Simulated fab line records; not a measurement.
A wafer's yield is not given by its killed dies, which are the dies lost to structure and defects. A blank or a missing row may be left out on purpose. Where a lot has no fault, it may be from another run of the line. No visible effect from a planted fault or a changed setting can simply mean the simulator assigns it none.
Chamber matching | flow nand-harc | ald-hk-02 running NHARC_A_STAIRCASE_ALD_420: 4 sister chambers
The step deposits SiO2, target thk 20 nm, pulse time 6 s, ald cycles 200. 16 wafers are shown with their chamber, then 8 later ones without.

EACH WAFER AND ITS CHAMBER
wafer  | chamber | heater-power-w (W) | precursor-pulse-height-rel
L074.1 | 2       | 444                | 1.000
L074.3 | 0       | 513                | 1.026
L074.6 | 2       | 453                | 1.011
L075.2 | 0       | 518                | 1.013
L075.3 | 1       | 433                | 0.991
L075.4 | 3       | 466                | 1.042
L076.1 | 1       | 427                | 1.023
L076.2 | 3       | 468                | 1.000
L076.3 | 0       | 512                | 0.988
L080.1 | 2       | 443                | 0.998
L080.2 | 3       | 461                | 1.004
L080.5 | 0       | 507                | 0.983
L083.2 | 0       | 516                | 0.994
L083.3 | 1       | 427                | 1.007
L083.6 | 3       | 464                | 1.005
L088.3 | 2       | 453                | 1.007

SIGNATURES, as means of the wafers listed above
reading                    | chamber 0 | chamber 1 | chamber 2 | chamber 3 | scatter within a chamber
heater-power-w             | 513.20    | 429.00    | 448.25    | 464.75    | 4.21
precursor-pulse-height-rel | 1.00080   | 1.00700   | 1.00400   | 1.01275   | 0.016
Rule: for each reading, subtract the chamber's mean from the wafer's reading, divide by that reading's scatter and square the result; add these up over the readings and take the root, which gives the wafer's distance from the chamber. If the next closest chamber is less than 2 further off than the closest, the wafer can't be placed; otherwise it belongs to the closest. The scatter: take each reading less its chamber's mean, square it, sum over the shown wafers, divide by the number of wafers less the number of chambers, and take the root.

WAFERS MISSING THEIR CHAMBER
wafer  | heater-power-w (W) | precursor-pulse-height-rel
L088.4 | 436                | 1.017
L088.6 | 483                | 1.020
L091.1 | 436                | 0.984
L091.3 | 447                | 0.978
L091.4 | 452                | 0.979
L096.1 | 443                | 0.996
L096.5 | 460                | 1.001
L096.6 | 454                | 0.982

EACH ONE'S CHAMBER
wafer  | from the rows above     | in truth
L088.4 | can't be placed: 1 or 2 | 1
L088.6 | 3                       | 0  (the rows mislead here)
L091.1 | can't be placed: 1 or 2 | 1
L091.3 | 2                       | 2
L091.4 | can't be placed: 2 or 3 | 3
L096.1 | 2                       | 2
L096.5 | can't be placed: 3 or 2 | 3
L096.6 | can't be placed: 2 or 3 | 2
Correct placement for 2 of the 8. Can't be placed from these rows: 5 (the true chamber is among the candidates in 5). 1 placed wrongly.
